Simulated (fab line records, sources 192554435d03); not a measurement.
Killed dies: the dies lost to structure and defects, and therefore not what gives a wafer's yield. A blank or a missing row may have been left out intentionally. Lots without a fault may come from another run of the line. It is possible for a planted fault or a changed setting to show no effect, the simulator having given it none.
Which of the tools did it? / flow n5Finfet / 38 wafers from 14 lots sampled at 2 of the route's 1938 steps

WHAT THE GAUGES READ, wafer by wafer
N5_BEOL_M5_OVL_MEAS_12. Usual: M5_OVL 0.2 nm, standard deviation 0.82.
lot=L923; measured=day 7 15:31; on=overlay-01; M5_OVL (nm)=1.5 0.2; flag=
lot=L925; measured=day 7 21:10; on=overlay-02; M5_OVL (nm)=0.3 0.2; flag=
lot=L929; measured=day 9 04:05; on=overlay-01; M5_OVL (nm)=-0.2 0.6 -0.5; flag=
lot=L930; measured=day 9 14:47; on=overlay-01; M5_OVL (nm)=-0.3 1.8 0.9; flag=
lot=L932; measured=day 9 17:22; on=overlay-01; M5_OVL (nm)=0.7 -0.7 0.4; flag=
lot=L931; measured=day 9 20:23; on=overlay-01; M5_OVL (nm)=0.2 0.1; flag=
lot=L934; measured=day 10 09:02; on=overlay-01; M5_OVL (nm)=-0.4 -0.5 -0.4; flag=
lot=L940; measured=day 11 18:23; on=overlay-02; M5_OVL (nm)=1.9 1.8 0.7; flag=
lot=L941; measured=day 12 00:29; on=overlay-01; M5_OVL (nm)=-0.3 -0.5 -0.8; flag=
lot=L942; measured=day 12 07:52; on=overlay-01; M5_OVL (nm)=-1.0 -1.4 0.2; flag=
lot=L943; measured=day 12 11:38; on=overlay-01; M5_OVL (nm)=1.5 0.6 0.8; flag=
lot=L944; measured=day 12 19:48; on=overlay-02; M5_OVL (nm)=1.9 1.1; flag=
lot=L945; measured=day 13 10:26; on=overlay-02; M5_OVL (nm)=-0.2 0.5 -0.3; flag=
lot=L946; measured=day 14 00:44; on=overlay-02; M5_OVL (nm)=-0.7 1.0 0.9; flag=

N5_BEOL_M5_INSPECT_13: inspects for defects (brightfield). Usual: rawDefectCount reads 409 (standard deviation 94).
lot=L923; measured=day 7 15:34; on=defectInspect-01; rawDefectCount=325 402; flag=
lot=L925; measured=day 7 21:13; on=defectInspect-01; rawDefectCount=533 422; flag=
lot=L929; measured=day 9 04:08; on=defectInspect-02; rawDefectCount=353 343 241; flag=
lot=L930; measured=day 9 14:50; on=defectInspect-01; rawDefectCount=333 361 387; flag=
lot=L932; measured=day 9 17:25; on=defectInspect-02; rawDefectCount=758 389 356; flag=
lot=L931; measured=day 9 20:27; on=defectInspect-01; rawDefectCount=507 396; flag=
lot=L934; measured=day 10 09:05; on=defectInspect-01; rawDefectCount=329 374 317; flag=
lot=L940; measured=day 11 18:26; on=defectInspect-01; rawDefectCount=378 273 363; flag=
lot=L941; measured=day 12 00:32; on=defectInspect-01; rawDefectCount=360 367 387; flag=
lot=L942; measured=day 12 07:55; on=defectInspect-02; rawDefectCount=424 478 345; flag=
lot=L943; measured=day 12 11:41; on=defectInspect-01; rawDefectCount=357 585 445; flag=
lot=L944; measured=day 12 19:51; on=defectInspect-01; rawDefectCount=262 262; flag=
lot=L945; measured=day 13 10:29; on=defectInspect-02; rawDefectCount=358 468 486; flag=
lot=L946; measured=day 14 00:47; on=defectInspect-01; rawDefectCount=268 352 302; flag=

TOOL THAT RAN EACH LOT (tool first, then ch and the chambers of the sampled wafers, then the start)
No process step before these readings appears in the record.

WHAT THE TOOLS THEMSELVES READ (means of the sampled wafers that have a number; where no wafer has one, the mark that the record gives instead)
The record holds no such reading with a usual standard deviation.

THE ANSWER, worked out from the rows above alone
Rule: lot off if the mean of its wafers having a number is beyond 3 standard deviations from the usual mean. A lot without any number at a reading at which 4 lots or more have one is off too. The other lots that the step has rows for count as sound. Order of review: gauges by route order, followed by the tools' own readings, for which a lot's mean as printed above is used. At the first step where some lot is off, the reading lying furthest off is the one used; lots without a number count as furthest.
None of the lots is off at any reading shown; this tells nothing.

WHAT WAS PUT IN BY THE SIMULATOR
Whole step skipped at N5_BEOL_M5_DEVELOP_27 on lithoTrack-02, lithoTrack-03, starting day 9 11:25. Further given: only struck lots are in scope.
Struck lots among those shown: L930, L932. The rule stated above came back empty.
